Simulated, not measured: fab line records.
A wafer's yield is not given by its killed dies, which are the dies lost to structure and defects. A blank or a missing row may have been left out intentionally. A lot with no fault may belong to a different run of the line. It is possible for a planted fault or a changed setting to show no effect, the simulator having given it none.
fab line records | flow n5-finfet
record: lots: 7 | wafers: 21
route steps=1938 shown BEOL_M3@941 BEOL_M4@1059 BEOL_M6@1212 BEOL_M7@1266 BEOL_M8@1358
start-h: hours from the record's first day to the start of the lot's first wafer shown | wait-h: hours from the lot's prior step to this one | " unchanged from the row above | L1.1+2: one row covering several wafers at once | - no value present, or no start provided | * or withheld: withheld | < > ~ a bound
route shown NAME@n: NAME is a module with steps in the file, n the number in the route of the first one | usual: average and standard deviation across the fault-free wafers | same: alike in all rows | chamber/n: place in a boat | sites: readings site by site | _std_site: the values' standard deviation | _edge_site: the outer-site mean with the inner-site mean subtracted | radius-mm: how far each site lies from the wafer's centre | mask NAME#n: copy n | behind: the most recent tool/chamber to have shaped the wafer | hold: the reason the lot was held/the length of the hold in hours/how it ended | device: which transistor (n, p or np) failed to switch | end of line: tests run on the same wafers once the route is complete | a step without rows: its recipe alone | killed: at the first sort, the dies lost to defects and structure; wafer yield is something else | map: shows each die of a wafer: x if killed, . if not, _ if none is there
set.NAME: setting as actually run; set.NAME@STEP: the setting as run at that earlier step | model.NAME: the simulator's own value behind a step, which no gauge read
lots whose settings were changed on purpose; a table a step, a row a wafer
== steps ==
step: N5_BEOL_M3_EXPOSE_08
recipe: mask-id: M3 | na: 0.33 | source-shape: dipole | sigma-inner: 0.369 | sigma-outer: 0.767 | polarization: unpolarized | dose-mj: 33
lot.wafer  | tool           | chamber | start-h | wait-h | mask | set.dose-mj
L080.1+5   | euv-scanner-01 | 0       | 179.18  | -      | M3#0 | 33
L080.2     | "              | 0       | "       | "      | M3#0 | 32.32
L081.1+4   | euv-scanner-02 | 0       | 184.51  | -      | M3#0 | 33
L081.3     | "              | 0       | "       | "      | M3#0 | 32.02
L090.1+6   | euv-scanner-02 | 0       | 241.32  | -      | M3#0 | 33
L090.5     | "              | 0       | "       | "      | M3#0 | 31.06
L091.2+5+6 | euv-scanner-02 | 0       | 242.31  | -      | M3#0 | 33
L093.2+5+6 | euv-scanner-02 | 0       | 254.69  | -      | M3#0 | 33
L097.2+4   | euv-scanner-02 | 0       | 280.81  | -      | M3#0 | 33
L097.6     | "              | 0       | "       | "      | M3#0 | 32.34
L096.1     | euv-scanner-01 | 0       | 285.11  | -      | M3#0 | 33
L096.2+3   | "              | 0       | "       | "      | M3#0 | 32.18
step: N5_BEOL_M3_PEB_09
recipe: peb-temp-c: 100 | peb-time-s: 60 | resist: CAR-EUV
step: N5_BEOL_M3_DEVELOP_10
recipe: develop-time-s: 30 | developer: TMAH | resist: CAR-EUV | rinse-liquid: surfactant-rinse | dry: air-spin | dev-temp-c: 23
step: N5_BEOL_M3_DESCUM_16
recipe: chemistry: O2 | time-s: 7 | source-power-w: 50 | bias-power-w: 20 | pressure-mtorr: 20 | rf-frequency-hz: 2.712e+07 | temp-c: 40 | resist: CAR-EUV | o2-flow-sccm: 225
step: N5_BEOL_M3_ETCH_74
recipe: chemistry: N2/H2 | target: underlayer | target-depth-a: 65 | mask-material: CAR-EUV | time-s: 5.2 | ion-energy-ev: 200 | pressure-mtorr: 30 | source-w: 840 | bias-w: 150 | n2-flow-sccm: 200 | h2-flow-sccm: 200 | ends: cleared
lot.wafer | tool        | chamber | start-h | wait-h | set.spin-rpm@BEOL_M3_COAT_73 | set.dose-mj@BEOL_M3_EXPOSE_08 | model.BEOL_M3.cd-offset-nm | model.etch.depth-nm
L080.1    | rie-diel-02 | 1       | 179.46  | 0.0    | 1601                         | 33                            | 0.2                        | 4.851
L080.2    | "           | 2       | "       | "      | 1601                         | 32.32                         | 0                          | 4.858
L080.5    | "           | 0       | "       | "      | 1500                         | 33                            | 0.4                        | 5.028
L081.1    | rie-diel-06 | 0       | 184.79  | 0.0    | 1455                         | 33                            | 0.4                        | 5.072
L081.3    | "           | 3       | "       | "      | 1455                         | 32.02                         | 0                          | 5.072
L081.4    | "           | 2       | "       | "      | 1500                         | 33                            | 0.4                        | 5.005
L090.1    | rie-diel-02 | 2       | 241.61  | 0.0    | 1500                         | 33                            | 0.4                        | 4.974
L090.5    | "           | 1       | "       | "      | 1500                         | 31.06                         | -1                         | 4.98
L090.6    | "           | 2       | "       | "      | 1500                         | 33                            | 0.2                        | 4.978
L091.2    | rie-diel-06 | 3       | 242.59  | 0.0    | 1500                         | 33                            | 0.2                        | 4.996
L091.5    | "           | 3       | "       | "      | 1500                         | 33                            | 0.4                        | 4.99
L091.6    | "           | 2       | "       | "      | 1500                         | 33                            | 0.2                        | 4.98
L093.2    | rie-diel-02 | 0       | 254.98  | 0.0    | 1651                         | 33                            | 0.4                        | 4.748
L093.5    | "           | 1       | "       | "      | 1500                         | 33                            | 0.2                        | 4.98
L093.6    | "           | 2       | "       | "      | 1500                         | 33                            | 0.2                        | 4.982
L097.2    | rie-diel-06 | 1       | 281.09  | 0.0    | 1500                         | 33                            | 0.4                        | 4.982
L097.4    | "           | 1       | "       | "      | 1500                         | 33                            | 0.2                        | 4.985
L097.6    | "           | 2       | "       | "      | 1500                         | 32.34                         | 0                          | 4.98
L096.1    | rie-diel-05 | 2       | 285.39  | 0.0    | 1392                         | 33                            | 0                          | 5.187
L096.2    | "           | 1       | "       | "      | 1392                         | 32.18                         | -0.6                       | 5.197
L096.3    | "           | 0       | "       | "      | 1500                         | 32.18                         | -0.6                       | 5
step: N5_BEOL_M3_ETCH_63
recipe: chemistry: CF4 | target: SiARC | target-depth-a: 156 | mask-material: CAR-EUV | time-s: 26 | ion-energy-ev: 80 | pressure-mtorr: 40 | source-w: 545 | bias-w: 36 | Ar_flow_sccm: 100 | cf4-flow-sccm: 100 | ends: cleared
lot.wafer | tool        | chamber | start-h | wait-h | set.dose-mj@BEOL_M3_EXPOSE_08 | model.BEOL_M3.cd-offset-nm
L080.1    | rie-diel-02 | 1       | 179.48  | 0.0    | 33                            | 0
L080.2    | "           | 2       | "       | "      | 32.32                         | 0
L080.5    | "           | 0       | "       | "      | 33                            | 0.4
L081.1+4  | rie-diel-06 | 0,2     | 184.81  | 0.0    | 33                            | 0.4
L081.3    | "           | 3       | "       | "      | 32.02                         | 0
L090.1+6  | rie-diel-02 | 2       | 241.62  | 0.0    | 33                            | 0.6
L090.5    | "           | 1       | "       | "      | 31.06                         | -1
L091.2    | rie-diel-06 | 3       | 242.60  | 0.0    | 33                            | 0.2
L091.5+6  | "           | 3,2     | "       | "      | 33                            | 0.4
L093.2    | rie-diel-02 | 0       | 255.00  | 0.0    | 33                            | 0.4
L093.5    | "           | 1       | "       | "      | 33                            | 0.2
L093.6    | "           | 2       | "       | "      | 33                            | 0.6
L097.2    | rie-diel-06 | 1       | 281.11  | 0.0    | 33                            | 0.4
L097.4    | "           | 1       | "       | "      | 33                            | 0.2
L097.6    | "           | 2       | "       | "      | 32.34                         | 0
L096.1    | rie-diel-05 | 2       | 285.41  | 0.0    | 33                            | 0
L096.2    | "           | 1       | "       | "      | 32.18                         | -0.6
L096.3    | "           | 0       | "       | "      | 32.18                         | -0.8
step: N5_BEOL_M3_EXPOSE_25
recipe: mask-id: V2 | na: 0.33 | source-shape: quasar | sigma-inner: 0.2 | sigma-outer: 0.8 | polarization: unpolarized | defocus-nm: 5 | dose-mj: 63
lot.wafer  | tool           | chamber | start-h | wait-h | mask | set.dose-mj
L080.1+2+5 | euv-scanner-02 | 0       | 180.03  | -      | V2#0 | 63
L081.1+4   | euv-scanner-02 | 0       | 185.36  | -      | V2#0 | 58.77
L081.3     | "              | 0       | "       | "      | V2#0 | 63
L090.1     | euv-scanner-01 | 0       | 242.17  | -      | V2#0 | 63
L090.5+6   | "              | 0       | "       | "      | V2#0 | 58.36
L091.2+5+6 | euv-scanner-01 | 0       | 243.16  | -      | V2#0 | 63
L093.2+5+6 | euv-scanner-01 | 0       | 255.73  | -      | V2#0 | 63
L097.2+4+6 | euv-scanner-02 | 0       | 281.68  | -      | V2#0 | 58.61
L096.1+3   | euv-scanner-02 | 0       | 285.96  | -      | V2#0 | 63
L096.2     | "              | 0       | "       | "      | V2#0 | 59.96
step: N5_BEOL_M3_PEB_26
recipe: peb-temp-c: 100 | peb-time-s: 60 | resist: CAR-EUV
step: N5_BEOL_M3_DEVELOP_27
recipe: develop-time-s: 30 | developer: TMAH | resist: CAR-EUV | rinse-liquid: surfactant-rinse | dry: air-spin | dev-temp-c: 23
step: N5_BEOL_M3_CD_MEAS_28
recipe: target-cd-nm: 25.7 | landing-energy-ev: 500 | detector: se-inlens | target-cd-y-nm: 23.3 | polarity: opening
usual: cd-nm: 25.77/0.24
lot.wafer | tool      | chamber | start-h | wait-h | set.dose-mj@BEOL_M3_EXPOSE_25 | cd-nm
L080.1    | cd-sem-03 | 0       | 180.17  | -      | 63                            | 26.37
L080.2    | "         | 0       | "       | "      | 63                            | 25.31
L080.5    | "         | 0       | "       | "      | 63                            | 25.70
L081.1    | cd-sem-03 | 0       | 185.51  | -      | 58.77                         | 24.54
L081.3    | "         | 0       | "       | "      | 63                            | 25.99
L081.4    | "         | 0       | "       | "      | 58.77                         | 24.85
L090.1    | cd-sem-03 | 0       | 242.32  | -      | 63                            | 26.05
L090.5    | "         | 0       | "       | "      | 58.36                         | 24.09
L090.6    | "         | 0       | "       | "      | 58.36                         | 24.26
L091.2    | cd-sem-03 | 0       | 243.30  | -      | 63                            | 25.75
L091.5    | "         | 0       | "       | "      | 63                            | 25.95
L091.6    | "         | 0       | "       | "      | 63                            | 25.61
L093.2    | cd-sem-01 | 0       | 255.87  | -      | 63                            | 26.19
L093.5    | "         | 0       | "       | "      | 63                            | 26.16
L093.6    | "         | 0       | "       | "      | 63                            | 25.65
L097.2    | cd-sem-01 | 0       | 281.81  | -      | 58.61                         | 24.81
L097.4    | "         | 0       | "       | "      | 58.61                         | 24.66
L097.6    | "         | 0       | "       | "      | 58.61                         | 24.70
L096.1    | cd-sem-03 | 0       | 286.11  | -      | 63                            | 25.76
L096.2    | "         | 0       | "       | "      | 59.96                         | 24.49
L096.3    | "         | 0       | "       | "      | 63                            | 25.71
step: N5_BEOL_M4_DESCUM_33
recipe: chemistry: O2 | time-s: 7 | source-power-w: 50 | bias-power-w: 20 | pressure-mtorr: 20 | rf-frequency-hz: 2.712e+07 | temp-c: 40 | resist: CAR-EUV | o2-flow-sccm: 225
lot.wafer  | tool        | chamber | start-h | wait-h | set.time-s | model.CAR-EUV_of_BEOL_M4_COAT_22.thk-nm
L080.1     | rie-diel-03 | 2       | 190.89  | 0.1    | 8.188      | 25.4
L080.2     | "           | 3       | "       | "      | 7          | 26.2
L080.5     | "           | 2       | "       | "      | 7          | 26
L081.1     | rie-diel-03 | 0       | 195.66  | 0.1    | 7.761      | 25.6
L081.3+4   | "           | 2,1     | "       | "      | 7          | 26
L090.1     | rie-diel-03 | 3       | 250.90  | 0.5    | 7          | 26.2
L090.5     | "           | 0       | "       | "      | 8.001      | 25.6
L090.6     | "           | 1       | "       | "      | 7          | 26
L091.2+6   | rie-diel-03 | 2       | 251.01  | 0.6    | 7          | 26
L091.5     | "           | 1       | "       | "      | 7          | 26.2
L093.2+5+6 | rie-diel-04 | 1,3,2   | 263.96  | 0.0    | 7          | 26
L097.2     | rie-diel-04 | 1       | 291.36  | 0.3    | 5.955      | 26.6
L097.4+6   | "           | 0,3     | "       | "      | 7          | 26
L096.1     | rie-diel-04 | 3       | 298.21  | 0.0    | 7          | 26.2
L096.2     | "           | 2       | "       | "      | 5.648      | 26.8
L096.3     | "           | 0       | "       | "      | 5.648      | 27
step: N5_BEOL_M4_ETCH_69
recipe: chemistry: CF4 | target: SiARC | target-depth-a: 156 | mask-material: CAR-EUV | time-s: 26 | ion-energy-ev: 80 | pressure-mtorr: 40 | source-w: 545 | bias-w: 36 | Ar_flow_sccm: 100 | cf4-flow-sccm: 100 | ends: cleared
lot.wafer | tool        | chamber | start-h | wait-h | set.cf4-flow-sccm | set.time-s@BEOL_M4_DESCUM_33 | model.CAR-EUV_of_BEOL_M4_COAT_22.thk-nm
L080.1    | rie-diel-03 | 2       | 190.94  | 0.0    | 100               | 8.188                        | 10.6
L080.2    | "           | 3       | "       | "      | 100               | 7                            | 11.4
L080.5    | "           | 2       | "       | "      | 100               | 7                            | 11.2
L081.1    | rie-diel-03 | 0       | 195.71  | 0.0    | 100               | 7.761                        | 10.8
L081.3+4  | "           | 2,1     | "       | "      | 100               | 7                            | 11.2
L090.1    | rie-diel-03 | 3       | 250.95  | 0.0    | 100               | 7                            | 11.4
L090.5    | "           | 0       | "       | "      | 100               | 8.001                        | 10.6
L090.6    | "           | 1       | "       | "      | 86.99             | 7                            | 11
L091.2+6  | rie-diel-03 | 2       | 251.06  | 0.0    | 100               | 7                            | 11
L091.5    | "           | 1       | "       | "      | 100               | 7                            | 11.2
L093.2    | rie-diel-04 | 1       | 264.01  | 0.0    | 100               | 7                            | 11
L093.5    | "           | 3       | "       | "      | 87.03             | 7                            | 11
L093.6    | "           | 2       | "       | "      | 87.03             | 7                            | 11.2
L097.2    | rie-diel-04 | 1       | 291.41  | 0.0    | 100               | 5.955                        | 11.6
L097.4+6  | "           | 0,3     | "       | "      | 117.7             | 7                            | 11
L096.1    | rie-diel-04 | 3       | 298.26  | 0.0    | 100               | 7                            | 11.2
L096.2+3  | "           | 2,0     | "       | "      | 100               | 5.648                        | 12
step: N5_BEOL_M4_ALD_98
recipe: material: SiO2 | target-thk-a: 25 | temp-c: 100 | ald-precursor-family: BDEAS | ald-co-reactant: O2-plasma | pulse-time-s: 1 | co-reactant-pulse-time-s: 1 | purge-time-s: 2 | co-reactant-purge-time-s: 2 | ald-cycles: 17 | pressure-torr: 2
step: N5_BEOL_M4_ETCHBACK_99
recipe: chemistry: CHF3 | target: SiO2 | target-depth-a: 50 | time-s: 10.4 | source-w: 215 | bias-w: 47 | Ar_flow_sccm: 200 | CHF3_flow_sccm: 12 | ion-energy-ev: 100 | pressure-mtorr: 30
lot.wafer  | tool        | chamber | start-h | wait-h | set.time-s@BEOL_M4_DESCUM_33 | model.CAR-EUV_of_BEOL_M4_COAT_22.thk-nm
L080.1     | rie-diel-01 | 1       | 196.52  | 5.4    | 8.188                        | 9.8
L080.2     | "           | 0       | "       | "      | 7                            | 10.6
L080.5     | "           | 3       | "       | "      | 7                            | 10.4
L081.1     | rie-diel-01 | 2       | 196.89  | 1.0    | 7.761                        | 10
L081.3+4   | "           | 1,3     | "       | "      | 7                            | 10.4
L090.1     | rie-diel-03 | 3       | 254.11  | 2.6    | 7                            | 10.6
L090.5     | "           | 0       | "       | "      | 8.001                        | 9.8
L090.6     | "           | 3       | "       | "      | 7                            | 10.2
L091.2     | rie-diel-04 | 2       | 255.46  | 3.9    | 7                            | 10.2
L091.5+6   | "           | 0,3     | "       | "      | 7                            | 10.4
L093.2+5+6 | rie-diel-01 | 2,0,3   | 273.72  | 9.4    | 7                            | 10.4
L097.2     | rie-diel-04 | 0       | 295.99  | 4.4    | 5.955                        | 10.8
L097.4     | "           | 1       | "       | "      | 7                            | 10.4
L097.6     | "           | 0       | "       | "      | 7                            | 10.2
L096.1     | rie-diel-04 | 1       | 299.38  | 1.0    | 7                            | 10.4
L096.2+3   | "           | 2,3     | "       | "      | 5.648                        | 11.2
step: N5_BEOL_M6_ETCH_62
recipe: chemistry: N2/H2 | target: SOC | target-depth-a: 1100 | overetch-a: 220 | mask-material: SiARC | temp-c: 40 | time-s: 165 | ion-energy-ev: 200 | pressure-mtorr: 30 | source-w: 840 | bias-w: 150 | n2-flow-sccm: 200 | h2-flow-sccm: 200
usual: rf-vpp-V: 524.7/3
lot.wafer | tool        | chamber | start-h | wait-h | set.bias-w | rf-vpp-V | model.SiARC_of_BEOL_M6_COAT_60.thk-nm
L080.1    | rie-diel-01 | 0       | 216.50  | 0.0    | 167.2      | 562.2    | 27.4
L080.2    | "           | 2       | "       | "      | 167.2      | 566.6    | 27.6
L080.5    | "           | 2       | "       | "      | 150        | 528.5    | 28.6
L081.1    | rie-diel-01 | 1       | 216.80  | 0.0    | 150        | 520.5    | 28.2
L081.3    | "           | 2       | "       | "      | 150        | 528.4    | 28.2
L081.4    | "           | 3       | "       | "      | 172.1      | 572.3    | 26.6
L091.2    | rie-diel-01 | 1       | 275.03  | 0.0    | 150        | 519.5    | 28.2
L091.5    | "           | 1       | "       | "      | 150        | 519.4    | 28.4
L091.6    | "           | 0       | "       | "      | 150        | 522.6    | 28.2
L090.1    | rie-diel-04 | 1       | 278.94  | 0.0    | 150        | 522.3    | 28.6
L090.5    | "           | 2       | "       | "      | 169.7      | 571.0    | 26.4
L090.6    | "           | 3       | "       | "      | 169.7      | 564.4    | 27
L093.2    | rie-diel-03 | 1       | 294.02  | 0.0    | 150        | 526.6    | 27.8
L093.5    | "           | 1       | "       | "      | 150        | 528.1    | 27.8
L093.6    | "           | 0       | "       | "      | 150        | 523.7    | 28.6
L097.2    | rie-diel-01 | 3       | 315.95  | 0.0    | 150        | 524.8    | 27.8
L097.4    | "           | 2       | "       | "      | 150        | 529.9    | 28.4
L097.6    | "           | 3       | "       | "      | 173.4      | 575.7    | 26.6
L096.1    | rie-diel-01 | 0       | 316.48  | 0.0    | 150        | 524.6    | 28
L096.2    | "           | 3       | "       | "      | 171.9      | 572.5    | 27
L096.3    | "           | 2       | "       | "      | 150        | 527.4    | 28.4
step: N5_BEOL_M6_COAT_22
recipe: resist: CAR-EUV | spin-rpm: 1500 | resist-thk-nm: 30
lot.wafer  | tool           | chamber | start-h | wait-h | set.spin-rpm | model.CAR-EUV_of_BEOL_M6_COAT_22.thk-nm
L080.1     | litho-track-02 | 0       | -       | -      | 1358         | 31.4
L080.2     | "              | 0       | "       | "      | 1500         | 29.8
L080.5     | "              | 0       | "       | "      | 1500         | 30
L081.1     | litho-track-03 | 0       | -       | -      | 1500         | 30
L081.3     | "              | 0       | "       | "      | 1439         | 30.6
L081.4     | "              | 0       | "       | "      | 1500         | 30.2
L091.2+5+6 | litho-track-05 | 0       | -       | -      | 1500         | 30
L090.1     | litho-track-02 | 0       | -       | -      | 1404         | 31
L090.5+6   | "              | 0       | "       | "      | 1500         | 30
L093.2     | litho-track-03 | 0       | -       | -      | 1500         | 30
L093.5     | "              | 0       | "       | "      | 1375         | 31.4
L093.6     | "              | 0       | "       | "      | 1375         | 31.2
L097.2     | litho-track-05 | 0       | -       | -      | 1657         | 28.6
L097.4     | "              | 0       | "       | "      | 1657         | 28.4
L097.6     | "              | 0       | "       | "      | 1500         | 29.8
L096.1+3   | litho-track-02 | 0       | -       | -      | 1352         | 31.6
L096.2     | "              | 0       | "       | "      | 1500         | 30
step: N5_BEOL_M6_EBR_24
recipe: solvent: PGMEA | ebr-width-mm: 1.5
step: N5_BEOL_M6_SOFTBAKE_23
recipe: temp-c: 110 | time-s: 60 | resist: CAR-EUV
step: N5_BEOL_M6_DESCUM_33
recipe: chemistry: O2 | time-s: 7 | source-power-w: 50 | bias-power-w: 20 | pressure-mtorr: 20 | rf-frequency-hz: 2.712e+07 | temp-c: 40 | resist: CAR-EUV | o2-flow-sccm: 225
lot.wafer | tool        | chamber | start-h | wait-h | set.spin-rpm@BEOL_M6_COAT_22 | model.CAR-EUV_of_BEOL_M6_COAT_22.thk-nm
L080.1    | rie-diel-01 | 3       | 219.13  | 0.4    | 1358                         | 27.6
L080.2+5  | "           | 2,3     | "       | "      | 1500                         | 26
L081.1+4  | rie-diel-01 | 3,0     | 219.53  | 0.6    | 1500                         | 26.2
L081.3    | "           | 2       | "       | "      | 1439                         | 26.8
L091.2+6  | rie-diel-03 | 0,1     | 277.42  | 0.0    | 1500                         | 26.2
L091.5    | "           | 2       | "       | "      | 1500                         | 26
L090.1    | rie-diel-01 | 1       | 279.86  | 0.0    | 1404                         | 27
L090.5+6  | "           | 2,3     | "       | "      | 1500                         | 26.2
L093.2    | rie-diel-03 | 2       | 296.54  | 0.7    | 1500                         | 26
L093.5+6  | "           | 1,0     | "       | "      | 1375                         | 27.4
L097.2    | rie-diel-01 | 2       | 316.75  | 0.0    | 1657                         | 24.6
L097.4    | "           | 2       | "       | "      | 1657                         | 24.4
L097.6    | "           | 3       | "       | "      | 1500                         | 26
L096.1+3  | rie-diel-01 | 3,0     | 317.59  | 0.1    | 1352                         | 27.6
L096.2    | "           | 2       | "       | "      | 1500                         | 26
step: N5_BEOL_M7_PECVD_70
recipe: material: SiO2 | target-thk-a: 200 | temp-c: 400 | precursor: TEOS/O2 | pressure-torr: 5.5 | rf-w: 450 | teos-flow-sccm: 53.8 | gas: O2 | flow-sccm: 3000 | time-s: 22.7
lot.wafer | tool     | chamber | start-h | wait-h | set.temp-c | model.SiO2_of_BEOL_M7_PECVD_70.thk-nm
L080.1    | pecvd-02 | 1       | 222.87  | 0.0    | 411.2      | 18.4
L080.2    | "        | 0       | "       | "      | 400        | 20.2
L080.5    | "        | 2       | "       | "      | 411.2      | 18.2
L081.1    | pecvd-01 | 0       | 223.07  | 0.0    | 400        | 20
L081.3    | "        | 0       | "       | "      | 400        | 20.2
L081.4    | "        | 1       | "       | "      | 400        | 19.8
L091.2    | pecvd-01 | 0       | 281.82  | 0.0    | 400        | 19.6
L091.5    | "        | 2       | "       | "      | 400        | 20
L091.6    | "        | 1       | "       | "      | 400        | 19.8
L090.1    | pecvd-04 | 1       | 283.64  | 0.0    | 400        | 19.8
L090.5    | "        | 2       | "       | "      | 382.2      | 22.4
L090.6    | "        | 1       | "       | "      | 400        | 20
L093.2    | pecvd-04 | 0       | 301.58  | 0.0    | 394.1      | 21
L093.5    | "        | 0       | "       | "      | 394.1      | 21.2
L093.6    | "        | 2       | "       | "      | 400        | 20.4
L097.2    | pecvd-01 | 2       | 320.87  | 0.0    | 405.9      | 19.4
L097.4    | "        | 1       | "       | "      | 405.9      | 19.2
L097.6    | "        | 2       | "       | "      | 405.9      | 19.6
L096.1    | pecvd-04 | 2       | 321.45  | 0.0    | 385        | 22
L096.2    | "        | 0       | "       | "      | 385        | 21.8
L096.3    | "        | 1       | "       | "      | 400        | 19.4
step: N5_BEOL_M7_HM_DEP_02
recipe: material: TiN | target-thk-a: 200 | temp-c: 25 | chamber-pressure-pa: 0.49996
step: N5_BEOL_M7_COAT_59
recipe: resist: SOC | temp-c: 250 | time-s: 60 | spin-rpm: 1500 | resist-thk-nm: 100
step: N5_BEOL_M7_STRIP_80
recipe: chemistry: N2/H2 | time-s: 10 | power-w: 450 | temp-c: 40 | pressure-mtorr: 20 | rf-frequency-hz: 6e+07 | bias-power-w: 7 | n2-flow-sccm: 200 | h2-flow-sccm: 200
step: N5_BEOL_M7_HM_STRIP_39
recipe: chemistry: peroxide-tin-strip | material: TiN | target-depth-a: 250 | temp-c: 50 | time-s: 158
lot.wafer | tool         | chamber | start-h | wait-h | set.temp-c@BEOL_M7_PECVD_70 | model.SiO2_of_BEOL_M7_PECVD_70.thk-nm
L081.1    | wet-bench-01 | 5       | 226.50  | 0.0    | 400                         | 20
L081.3    | "            | 1       | "       | "      | 400                         | 20.2
L081.4    | "            | 7       | "       | "      | 400                         | 19.6
L080.1    | wet-bench-01 | 4       | 226.95  | 0.0    | 411.2                       | 18.4
L080.2    | "            | 2       | "       | "      | 400                         | 20
L080.5    | "            | 3       | "       | "      | 411.2                       | 18
L091.2+6  | wet-bench-05 | 3,4     | 284.81  | 0.0    | 400                         | 19.6
L091.5    | "            | 5       | "       | "      | 400                         | 19.8
L090.1    | wet-bench-05 | 3       | 287.87  | 0.1    | 400                         | 19.6
L090.5    | "            | 0       | "       | "      | 382.2                       | 22.2
L090.6    | "            | 2       | "       | "      | 400                         | 19.8
L093.2    | wet-bench-06 | 7       | 306.02  | 0.0    | 394.1                       | 20.8
L093.5    | "            | 3       | "       | "      | 394.1                       | 21
L093.6    | "            | 4       | "       | "      | 400                         | 20.4
L096.1    | wet-bench-05 | 2       | 325.58  | 0.0    | 385                         | 21.8
L096.2    | "            | 5       | "       | "      | 385                         | 21.6
L096.3    | "            | 1       | "       | "      | 400                         | 19.4
L097.2+4  | wet-bench-06 | 6,1     | 325.60  | 0.0    | 405.9                       | 19.2
L097.6    | "            | 0       | "       | "      | 405.9                       | 19.4
step: N5_BEOL_M8_COAT_71
recipe: resist: underlayer | temp-c: 205 | time-s: 60 | spin-rpm: 1500 | resist-thk-nm: 5
lot.wafer  | tool           | chamber | start-h | wait-h | set.spin-rpm
L080.1+2   | litho-track-01 | 0       | -       | -      | 1434
L080.5     | "              | 0       | "       | "      | 1500
L081.1     | litho-track-05 | 0       | -       | -      | 1500
L081.3+4   | "              | 0       | "       | "      | 1354
L091.2+5+6 | litho-track-01 | 0       | -       | -      | 1500
L090.1+5+6 | litho-track-05 | 0       | -       | -      | 1500
L093.2+6   | litho-track-05 | 0       | -       | -      | 1500
L093.5     | "              | 0       | "       | "      | 1659
L097.2     | litho-track-03 | 0       | -       | -      | 1500
L097.4+6   | "              | 0       | "       | "      | 1666
L096.1+2+3 | litho-track-05 | 0       | -       | -      | 1389
== key ==
split: step: N5_BEOL_M3_EXPOSE_08 | setting: dose-mj | stated: 33 | by: wafer
response: step: N5_BEOL_M3_ETCH_74 | reading: model.BEOL_M3.cd-offset-nm | change: +0.2 | per: 1% | r: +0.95
response: step: N5_BEOL_M3_ETCH_63 | reading: model.BEOL_M3.cd-offset-nm | change: +0.231 | per: 1% | r: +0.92
split: step: N5_BEOL_M3_EXPOSE_25 | setting: dose-mj | stated: 63 | by: wafer
response: step: N5_BEOL_M3_CD_MEAS_28 | reading: cd-nm | change: +0.233 | per: 1% | r: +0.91
split: step: N5_BEOL_M4_DESCUM_33 | setting: time-s | stated: 7 | by: wafer
response: step: N5_BEOL_M4_DESCUM_33 | reading: model.CAR-EUV_of_BEOL_M4_COAT_22.thk-nm | change: -0.038 | per: 1% | r: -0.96
response: step: N5_BEOL_M4_ETCH_69 | reading: model.CAR-EUV_of_BEOL_M4_COAT_22.thk-nm | change: -0.0408 | per: 1% | r: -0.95
response: step: N5_BEOL_M4_ETCHBACK_99 | reading: model.CAR-EUV_of_BEOL_M4_COAT_22.thk-nm | change: -0.0396 | per: 1% | r: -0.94
split: step: N5_BEOL_M4_ETCH_69 | setting: cf4-flow-sccm | stated: 100 | by: wafer
response none clear
split: step: N5_BEOL_M6_ETCH_62 | setting: bias-w | stated: 150 | by: wafer
response: step: N5_BEOL_M6_ETCH_62 | reading: rf-vpp-V | change: +3.22 | per: 1% | r: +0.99
response: step: N5_BEOL_M6_ETCH_62 | reading: model.SiARC_of_BEOL_M6_COAT_60.thk-nm | change: -0.104 | per: 1% | r: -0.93
split: step: N5_BEOL_M6_COAT_22 | setting: spin-rpm | stated: 1500 | by: wafer
response: step: N5_BEOL_M6_COAT_22 | reading: model.CAR-EUV_of_BEOL_M6_COAT_22.thk-nm | change: -0.148 | per: 1% | r: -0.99
response: step: N5_BEOL_M6_DESCUM_33 | reading: model.CAR-EUV_of_BEOL_M6_COAT_22.thk-nm | change: -0.156 | per: 1% | r: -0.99
split: step: N5_BEOL_M7_PECVD_70 | setting: temp-c | stated: 400 | by: wafer
response: step: N5_BEOL_M7_PECVD_70 | reading: model.SiO2_of_BEOL_M7_PECVD_70.thk-nm | change: -0.612 | per: 1% | r: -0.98
response: step: N5_BEOL_M7_HM_STRIP_39 | reading: model.SiO2_of_BEOL_M7_PECVD_70.thk-nm | change: -0.582 | per: 1% | r: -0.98
split: step: N5_BEOL_M8_COAT_71 | setting: spin-rpm | stated: 1500 | by: wafer
response none in this file
split outside-this-file step=N5_BEOL_M3_COAT_73 setting=spin-rpm
split outside-this-file: this setting was split too, and the file shows its column; the key of that split is in another file
